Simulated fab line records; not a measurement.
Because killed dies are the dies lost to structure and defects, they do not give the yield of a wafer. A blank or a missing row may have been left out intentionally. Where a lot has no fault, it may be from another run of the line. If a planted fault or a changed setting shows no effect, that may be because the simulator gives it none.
A lot that was struck, set against a sound lot | flow nand harc | 36 out of 1302 route steps
Sound: these wafers, L448.2, L448.3, L448.6. Struck: wafer L453.5. (L453.2, L453.3 of the same lot were not struck and are left out.) The cause comes at the end.
Each step with rows lists, per side, the tool, then ch with its chambers, then its first start. Under that, the readings that differ: sound wafers | struck wafers | difference of the means | sigmas: that difference in standard deviations of wafers without a fault.
alike: a reading whose means differ by less than 2 such deviations, as well as words and numbers matching on both sides. not compared: withheld readings; readings where some wafer has no value; bounds like >300 that might hide an equal value; numbers whose values overlap and for which the record gives no deviation.
A row with sigmas, a row that says differs or no value, or rows on one side alone: a step with any of these is where the two part. Numbers that don't overlap but have no deviation are shown without sigmas and don't part them. Lack of a reading on every wafer of one side parts them only where that side has two or more wafers.

first, 7 steps without rows for these wafers: NHARC_P_ZERO_WELL_HMDS_45 (time 30 s); NHARC_P_ZERO_WELL_COAT_46; NHARC_P_ZERO_WELL_SOFTBAKE_47 (time 95 s); NHARC_P_ZERO_WELL_EBR_48; NHARC_P_ZERO_WELL_EXPOSE_49 (exposes mask P HVPW, target cd 2000 nm); NHARC_P_ZERO_WELL_PEB_50 (peb time 85 s); NHARC_P_ZERO_WELL_DEVELOP_51 (time 70 s).
NHARC_P_ZERO_WELL_CD_MEAS_52: target cd 2000 nm.
  sound on cd sem-02 ch 0, day 2 21:49; struck on cd sem-01 ch 0, day 5 00:10
  alike: cd nm
then, 1 step without rows for these wafers: NHARC_P_ZERO_WELL_HARDBAKE_53 (time 80 s).
NHARC_P_ZERO_WELL_DESCUM_54: chemistry O2, time 3 s.
  sound on rie diel-03 ch 1,2,3, day 2 21:59; struck on rie diel-11 ch 3, day 5 00:20
  alike: drypump motor current A, oes product au, rf vpp V, showerhead plenum p Torr, throttle valve pct
  not compared: rf hours counter h
then, 2 steps without rows for these wafers: NHARC_P_ZERO_WELL_IMPLANT_55; NHARC_P_ZERO_WELL_IMPLANT_61.
NHARC_P_ZERO_WELL_STRIP_56: strips in SPM, time 840 s.
  sound on wet bench-02 ch 3,4,6, day 2 22:32; struck on wet bench-09 ch 1, day 5 00:59
  alike: temp c
then, 2 steps without rows for these wafers: NHARC_P_ZERO_WELL_PRECLEAN_68 (cleans in SC1, time 60 s); NHARC_P_ZERO_WELL_SRD_69.
NHARC_P_ZERO_WELL_RTA_42: time 300 s.
  sound on rtp anneal-02 ch 0, day 2 23:04; struck on rtp anneal-01 ch 0, day 5 01:32
  reading             | sound    | struck | difference | sigmas
  lamp power pct (%)  | 31 31 31 | 39     | +8         | +2
  lamp_zone_4_pct (%) | 31 31 31 | 39     | +8         | +2
  alike: wafer_temp_C_max
NHARC_P_ZERO_WELL_INSPECT_43:
  sound: defect inspect-02 at day 2 23:38; struck: defect inspect-02 at day 5 02:06
  reading          | sound    | struck | difference | sigmas
  raw defect count | 20 15 15 | 810    | +793       | +99 or more
then, 14 steps without rows for these wafers: NHARC_P_STI_ETCH_26 (etches SiO2 in dHF, target depth 11 nm); NHARC_P_STI_PRECLEAN_27 (cleans in SC1); NHARC_P_STI_SRD_28; NHARC_P_STI_OXIDE_29 (material SiO2, target thk 10 nm, ox time 1362 s); NHARC_P_STI_HM_DEP_30 (deposits Si3N4, target thk 80 nm, time 873 s); NHARC_P_STI_DEHYDRATE_01 (time 120 s); NHARC_P_STI_HMDS_02 (time 30 s); NHARC_P_STI_COAT_41 (time 65 s); NHARC_P_STI_COAT_03 (resist thk 600 nm); NHARC_P_STI_SOFTBAKE_04 (time 70 s); NHARC_P_STI_EBR_05; NHARC_P_STI_EXPOSE_06 (exposes mask P STI, target cd 200 nm); NHARC_P_STI_PEB_07 (peb time 80 s); NHARC_P_STI_DEVELOP_08 (time 50 s).
NHARC_P_STI_CD_MEAS_09: target cd 200 nm.
  sound on cd sem-02 ch 0, day 3 16:41; struck on cd sem-01 ch 0, day 5 18:01
  alike: cd nm
NHARC_P_STI_OVL_MEAS_10:
  sound: overlay-01 at day 3 16:46; struck: overlay-01 at day 5 18:06
  alike: overlay x nm, overlay y nm
NHARC_P_STI_INSPECT_11:
  sound: defect inspect-01 at day 3 16:48; struck: defect inspect-01 at day 5 18:08
  reading          | sound | struck | difference | sigmas
  raw defect count | 3 5 5 | 803    | +799       | +99 or more
then, 1 step without rows for these wafers: NHARC_P_STI_HARDBAKE_13 (time 65 s).
-- the record jumps here: 22 days lie between the struck wafers' starts before and after (it left off in module P_STI and takes up again in module END, whose first step shown is number 1302 of the route) --
NHARC_END_SORT_01:
  the record has rows for the struck wafers here (prober-02 ch 0, day 27 14:55) and none for the sound ones

WHERE THEY PART
Earliest at NHARC_P_ZERO_WELL_RTA_42; latest, in this record, at NHARC_END_SORT_01.

WHY: what had been put in by the simulator
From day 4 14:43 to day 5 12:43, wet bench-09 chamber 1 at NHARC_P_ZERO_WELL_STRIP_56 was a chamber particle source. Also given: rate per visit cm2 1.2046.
